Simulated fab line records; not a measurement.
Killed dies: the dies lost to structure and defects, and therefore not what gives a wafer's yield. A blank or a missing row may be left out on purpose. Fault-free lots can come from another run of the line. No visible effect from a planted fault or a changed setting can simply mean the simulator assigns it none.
Which of the tools did it? || flow nand-harc || 18 wafers from 6 lots sampled at 5 of the route's 1302 steps

WHAT THE GAUGES SHOWED, per wafer
NHARC_END_SORT_01.
lot || measured || on || defect-limited-yield (%)

TOOL THAT RAN EACH LOT (tool first, then ch and the chambers of the sampled wafers, then the start)
{"lot": "L889", "NHARC_A_BLC_DEGAS_30": "pvd-sputter-01, day 25 08:56", "NHARC_A_BLC_ALD_23": "ald-metal-01 ch 0,3, day 25 09:09", "NHARC_A_M0_STRIP_18": "rie-diel-09 ch 0,1, day 25 11:47", "NHARC_A_M0_PVD_21": "pvd-sputter-02, no start"}
{"lot": "L891", "NHARC_A_BLC_DEGAS_30": "pvd-sputter-02, day 25 15:34", "NHARC_A_BLC_ALD_23": "ald-metal-04 ch 0,1, day 25 15:50", "NHARC_A_M0_STRIP_18": "rie-diel-09 ch 0,1,2, day 25 18:31", "NHARC_A_M0_PVD_21": "pvd-sputter-01, no start"}
{"lot": "L899", "NHARC_A_BLC_DEGAS_30": "pvd-sputter-02, day 28 13:38", "NHARC_A_BLC_ALD_23": "ald-metal-01 ch 2,3, day 28 13:52", "NHARC_A_M0_STRIP_18": "rie-diel-02 ch 2,3, day 28 16:29", "NHARC_A_M0_PVD_21": "pvd-sputter-01, no start"}
{"lot": "L900", "NHARC_A_BLC_DEGAS_30": "pvd-sputter-02, day 28 19:49", "NHARC_A_BLC_ALD_23": "ald-metal-04 ch 0,2,3, day 28 20:05", "NHARC_A_M0_STRIP_18": "rie-diel-09 ch 0,1, day 28 22:36", "NHARC_A_M0_PVD_21": "pvd-sputter-03, no start"}
{"lot": "L906", "NHARC_A_BLC_DEGAS_30": "pvd-sputter-03, day 31 20:50", "NHARC_A_BLC_ALD_23": "ald-metal-01 ch 1,2, day 31 21:04", "NHARC_A_M0_STRIP_18": "rie-diel-02 ch 1,3, day 31 23:43", "NHARC_A_M0_PVD_21": "pvd-sputter-01, no start"}
{"lot": "L908", "NHARC_A_BLC_DEGAS_30": "pvd-sputter-01, day 32 06:21", "NHARC_A_BLC_ALD_23": "ald-metal-04 ch 0,1, day 32 06:35", "NHARC_A_M0_STRIP_18": "rie-diel-09 ch 0,1,2, day 32 10:14", "NHARC_A_M0_PVD_21": "pvd-sputter-01, no start"}
- NHARC_A_BLC_DEGAS_30: time 60 s.
- NHARC_A_BLC_ALD_23: deposits TiN, target thk 3 nm, pulse time 1 s, ald cycles 150.
- NHARC_A_M0_STRIP_18: strips in N2/H2.
- NHARC_A_M0_PVD_21: deposits Cu, target thk 30 nm, time 20.49 s.

THE ANSWER, worked out from the rows above alone
Rule: usual is defined by the lots themselves. The widest of any qualifying gaps counts: lots, ordered by their means at a reading, are off when they make up no more than a third of the lots, leave a main group of 4 or more, and stand apart from it by 3 or more times the standard deviation of that group's means. Not used: any main group whose means are identical at the precision the tables above print for the reading. Also off: a lot with no number at a reading for which 4 or more lots have one. All remaining lots with rows at the step are treated as sound.
Nothing can be told from this: no lot is off at any reading shown.

WHAT HAD BEEN PUT IN BY THE SIMULATOR
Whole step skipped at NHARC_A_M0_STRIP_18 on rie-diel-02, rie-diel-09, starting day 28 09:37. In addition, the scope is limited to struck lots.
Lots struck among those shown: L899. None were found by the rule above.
